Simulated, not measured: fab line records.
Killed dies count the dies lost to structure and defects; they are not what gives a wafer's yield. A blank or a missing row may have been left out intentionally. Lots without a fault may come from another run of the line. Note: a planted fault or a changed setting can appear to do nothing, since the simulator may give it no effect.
Which tool was responsible?	flow nandHarc	Sampling: 12 lots, 36 wafers, 5 of 1302 route steps

== WHAT EACH GAUGE READ, for each wafer ==
NHARC_END_SORT_01.
lot	measured	on	killedAtArray	killedAtOther	killedAtPeriphery	killedDies	killedOpen	killedShort
L348	day 33 14:13	prober-01	59 59 57	1 1 0	5 6 3	65 66 60	6 4 5	2 1 6
L350	day 34 12:11	prober-02	39 46 47	0 4 1	5 3 2	44 53 50	4 4 3	1 1 1

== WHAT TOOL EACH LOT RAN ON (gives the tool, then ch and the chambers of the sampled wafers, and finally the start) ==
lot	NHARC_A_SGD_CUT_ETCH_15	NHARC_A_WL_FILL_ALD_02	NHARC_A_WL_FILL_ETCHBACK_04	NHARC_A_WL_FILL_CVD_23
L330	rieDiel-10 ch 0,1,2, day 21 00:57 or earlier	aldMetal-02 ch 0,2,3, day 21 00:57	rieMetal-02 ch 0,1, day 21 01:46	lpcvdPoly-02 ch 0, day 21 12:55
L334	rieDiel-01 ch 0,1, day 22 18:32 or earlier	aldMetal-01 ch 0,2,3, day 22 18:32	rieMetal-02 ch 0,1, day 22 19:20	lpcvdPoly-02 ch 0, day 23 08:31
L333	rieDiel-10 ch 0,1, day 23 00:10 or earlier	aldMetal-02 ch 0,3, day 23 00:10	rieMetal-02 ch 0,1, day 23 01:01	lpcvdPoly-03 ch 0, day 23 12:31
L336	rieDiel-01 ch 1,2,3, day 23 00:12 or earlier	aldMetal-04 ch 0,1,3, day 23 00:12	rieMetal-03 ch 0,1, day 23 01:02	lpcvdPoly-03 ch 0, day 23 12:31
L337	rieDiel-10 ch 0,1,3, day 23 08:46 or earlier	aldMetal-01 ch 1,2,3, day 23 08:46	rieMetal-01 ch 0, day 23 09:40	lpcvdPoly-04 ch 0, day 23 22:49
L338	rieDiel-07 ch 0,1,2, day 24 02:05 or earlier	aldMetal-02 ch 1,2,3, day 24 02:05	rieMetal-02 ch 0,1, day 24 02:53	lpcvdPoly-02 ch 0, day 24 16:14
L340	rieDiel-10 ch 0,2,3, day 24 15:55 or earlier	aldMetal-01 ch 0,2,3, day 24 15:55	rieMetal-03 ch 0,1, day 24 16:46	lpcvdPoly-04 ch 0, day 25 05:31
L339	rieDiel-01 ch 0,1,2, day 24 17:31 or earlier	aldMetal-02 ch 0,2,3, day 24 17:31	rieMetal-02 ch 0,1, day 24 18:21	lpcvdPoly-04 ch 0, day 25 08:36
L341	rieDiel-07 ch 1,2,3, day 25 01:56 or earlier	aldMetal-04 ch 0,2,3, day 25 01:56	rieMetal-02 ch 0, day 25 02:49	lpcvdPoly-02 ch 0, day 25 15:38
L348	rieDiel-10 ch 0,1,2, day 28 07:36 or earlier	aldMetal-02 ch 1,2,3, day 28 07:36	rieMetal-02 ch 0,1, day 28 08:22	lpcvdPoly-04 ch 0, day 30 04:19
L350	rieDiel-07 ch 0,1, day 29 01:44 or earlier	aldMetal-04 ch 2,3, day 29 01:44	rieMetal-02 ch 1, day 29 02:33	lpcvdPoly-02 ch 0, day 30 21:43
L353	rieDiel-01 ch 0,1,2, day 29 13:20 or earlier	aldMetal-02 ch 1,2,3, day 29 13:20	rieMetal-03 ch 0,1, day 29 14:04	lpcvdPoly-02 ch 0, day 30 04:41
- NHARC_A_SGD_CUT_ETCH_15: etches the open film in CH3F/O2, target depth 75 nm, time 64.3 s.
- NHARC_A_WL_FILL_ALD_02: deposits TiN, target thk 2 nm, pulse time 3 s, ald cycles 100.
- NHARC_A_WL_FILL_ETCHBACK_04: etches the open film in NF3, target depth 60 nm, time 120 s.
- NHARC_A_WL_FILL_CVD_23: deposits poly-Si, target thk 40 nm, time 800 s.

== AS READ BY THE TOOLS THEMSELVES (means over the sampled wafers that have a number; for cases with no such wafer, the mark the record gives instead) ==
NHARC_A_SGD_CUT_ETCH_15.
lot	tool	drypumpMotorCurrentA (A)	oesProductAu (a.u.)	rfVppV (V)	showerheadPlenumPTorr (Torr)	throttleValvePct (%)
L330	rieDiel-10	5.6	0.986	262.9	2.40	20.665
L334	rieDiel-01	5.8	0.960	265.6	2.58	20.669
L333	rieDiel-10	5.7	0.973	263.2	2.43	20.670
L336	rieDiel-01	6.1	0.977	263.4	2.43	20.653
L337	rieDiel-10	5.7	0.968	263.7	2.44	20.669
L338	rieDiel-07	5.8	0.926	265.4	2.49	20.662
L340	rieDiel-10	5.8	0.977	264.0	2.48	20.657
L339	rieDiel-01	6.0	0.974	263.9	2.49	20.657
L341	rieDiel-07	5.9	0.971	264.3	2.48	20.665
L348	rieDiel-10	5.6	0.948	262.5	2.40	20.672
L350	rieDiel-07	5.4	0.965	263.9	2.49	20.660
L353	rieDiel-01	6.0	0.963	265.1	2.49	20.661

NHARC_A_WL_FILL_ALD_02.
lot	tool	heaterPowerW (W)	precursorPulseHeightRel
L330	aldMetal-02	1091	0.989
L334	aldMetal-01	1070	0.995
L333	aldMetal-02	1245	1.000
L336	aldMetal-04	933	1.008
L337	aldMetal-01	1123	1.018
L338	aldMetal-02	1081	1.003
L340	aldMetal-01	1077	1.025
L339	aldMetal-02	1091	1.009
L341	aldMetal-04	1035	1.003
L348	aldMetal-02	1061	1.020
L350	aldMetal-04	994	1.013
L353	aldMetal-02	1063	1.011

NHARC_A_WL_FILL_ETCHBACK_04.
lot	tool	drypumpMotorCurrentA (A)	heBacksideLeakSccm (sccm)	oesProductAu (a.u.)
L330	rieMetal-02	5.61	3.21	1.006
L334	rieMetal-02	5.61	3.17	1.022
L333	rieMetal-02	5.79	3.36	1.022
L336	rieMetal-03	5.44	3.13	0.997
L337	rieMetal-01	5.13	3.13	0.999
L338	rieMetal-02	5.78	3.19	1.013
L340	rieMetal-03	5.47	3.18	0.997
L339	rieMetal-02	5.79	3.26	1.009
L341	rieMetal-02	5.94	3.40	1.011
L348	rieMetal-02	5.77	3.18	1.018
L350	rieMetal-02	5.44	3.16	1.011
L353	rieMetal-03	5.47	3.20	0.990

NHARC_A_WL_FILL_CVD_23.
lot	tool	spikeTcBottomC (C)	spikeTcLowerC (C)	zonePowerLowerPct (%)
L330	lpcvdPoly-02	640.1	621.6	10.6
L334	lpcvdPoly-02	640.4	620.9	10.5
L333	lpcvdPoly-03	640.3	619.3	8.3
L336	lpcvdPoly-03	641.1	619.1	8.2
L337	lpcvdPoly-04	639.1	619.5	9.1
L338	lpcvdPoly-02	640.5	621.0	10.7
L340	lpcvdPoly-04	641.0	618.9	9.1
L339	lpcvdPoly-04	640.4	619.7	9.2
L341	lpcvdPoly-02	639.6	620.3	10.6
L348	lpcvdPoly-04	640.7	619.7	9.1
L350	lpcvdPoly-02	639.6	620.6	10.5
L353	lpcvdPoly-02	640.7	620.6	10.5

== THE ANSWER, worked out from the rows above alone ==
Rule: usual is defined by the lots themselves. The widest of any qualifying gaps counts: lots, ordered by their means at a reading, are off when they make up no more than a third of the lots, leave a main group of 4 or more, and stand apart from it by 3 or more times the standard deviation of that group's means. A main group is skipped when, at the precision printed for the reading in the tables above, its means are all equal. Also off: a lot with no number at a reading for which 4 or more lots have one. Where the step has rows for the other lots, those lots are counted as sound. First the gauges in route order, then the tools' own readings, where a lot's mean is used as printed above. At the first step where some lot is off, the reading lying furthest off is the one used; lots without a number count as furthest.
Across all readings shown, no lot is off: no conclusion can be drawn from this.

== WHAT WAS PUT IN BY THE SIMULATOR ==
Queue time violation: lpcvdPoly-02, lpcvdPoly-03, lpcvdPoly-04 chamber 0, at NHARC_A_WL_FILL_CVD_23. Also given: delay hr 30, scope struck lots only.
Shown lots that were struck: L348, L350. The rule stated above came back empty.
